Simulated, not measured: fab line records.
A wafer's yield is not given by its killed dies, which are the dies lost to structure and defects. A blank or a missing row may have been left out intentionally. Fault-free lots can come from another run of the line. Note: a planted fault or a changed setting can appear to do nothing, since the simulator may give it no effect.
A single fault, viewed from 2 desks | flow n5-finfet | each desk has only its own numbers; what lay behind them comes last

THE DEFECT DESK
For each lot, the counts of the inspections along the route, averaged over the sampled wafers that have a number. If a lot's mean is further than 4 standard deviations from the usual mean, the lot is out of limits and carries the mark OUT (the distance appears in the brackets).
Columns: A = raw-defect-count at N5_SD_EPI_P_INSPECT_26, usual 190
lot  | first seen here | A
L786 | day 3 09:40     | 136
L793 | day 5 03:40     | 195
L794 | day 5 10:33     | 161
L795 | day 5 16:04     | 219
L796 | day 6 00:29     | 205
L797 | day 6 09:00     | 158
L806 | day 8 12:48     | 179
L807 | day 8 16:32     | 184
L809 | day 9 06:56     | 186
This desk found nothing out of limits on any of the 9 lots.

FROM THE METROLOGY DESK
Means of the sampled wafers that have a number, per lot and without regard to the tool the lot ran on: this is what the gauges read. If a lot's mean is further than 4 standard deviations from the usual mean, the lot is out of limits and carries the mark OUT (the distance appears in the brackets). It has 16 readings, of which 7 appear: the earliest out of limits, and the ones furthest out on some lot.
Columns: A = thk-nm at N5_SD_EPI_P_EPI_MEAS_23, usual 60.9 nm; B = RS_SD_P at N5_SD_ACTIVATION_RS_MEAS_03, usual 56.3 ohm/sq; C = ION_P at N5_BEOL_M4_RC_MEAS_101, usual 460 uA/um; D = REXT_P at N5_BEOL_M4_RC_MEAS_101, usual 100.3 ohm.um; E = RS_SD_P at N5_BEOL_M4_RC_MEAS_101, usual 66.1 ohm/sq; F = VT_P at N5_BEOL_M4_RC_MEAS_101, usual -252 mV; G = VT_P_LVT at N5_BEOL_M4_RC_MEAS_101, usual -98 mV
lot  | first seen here | A              | B              | C   | D                | E              | F    | G
L786 | day 3 09:29     | 63.2           | 55.0           | 456 | 96.8             | 63.8           | -252 | -96
L793 | day 5 03:30     | 61.8           | 56.3           | 452 | 99.5             | 66.1           | -253 | -98
L794 | day 5 10:22     | 62.4           | 55.2           | 472 | 101.4            | 64.6           | -246 | -92
L795 | day 5 15:52     | 44.1 (-12) OUT | 78.5 (+25) OUT | 434 | 120.7 (+7.9) OUT | 92.5 (+20) OUT | -262 | -110
L796 | day 6 00:18     | 43.6 (-12) OUT | 79.4 (+26) OUT | 438 | 115.1 (+5.7) OUT | 93.7 (+21) OUT | -263 | -112 (-4.4) OUT
L797 | day 6 08:50     | 43.4 (-12) OUT | 79.4 (+26) OUT | 432 | 114.4 (+5.4) OUT | 93.2 (+21) OUT | -260 | -109
L806 | day 8 12:31     | 60.4           | 56.6           | 455 | 95.9             | 66.4           | -254 | -101
L807 | day 8 16:14     | 60.8           | 55.7           | 471 | 98.2             | 65.3           | -247 | -93
L809 | day 9 06:45     | 61.6           | 55.3           | 465 | 102.8            | 64.6           | -250 | -100
This desk finds L795, L796, L797 out of limits, L795 being first, at day 5 15:52 (thk-nm at N5_SD_EPI_P_EPI_MEAS_23). Within limits: L786, L793, L794, L806, L807, L809.

ALL TOGETHER
On L795, L796, L797, the metrology desk was in a position to raise an alarm at day 5 15:52.
Nothing out of limits was seen by the defect desk.
The defect desk has L795, L796, L797 on record, within its limits.
All the named lots went through N5_SD_EPI_P_EPI_21 on epi-rpcvd-01.

WHAT THE SIMULATOR HAD PUT IN
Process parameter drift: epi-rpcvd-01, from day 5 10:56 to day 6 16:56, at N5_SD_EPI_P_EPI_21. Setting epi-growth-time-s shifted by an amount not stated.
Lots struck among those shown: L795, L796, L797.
Time in hours between the start of the fault and the first out-of-limits reading at each desk: metrology desk, 5.
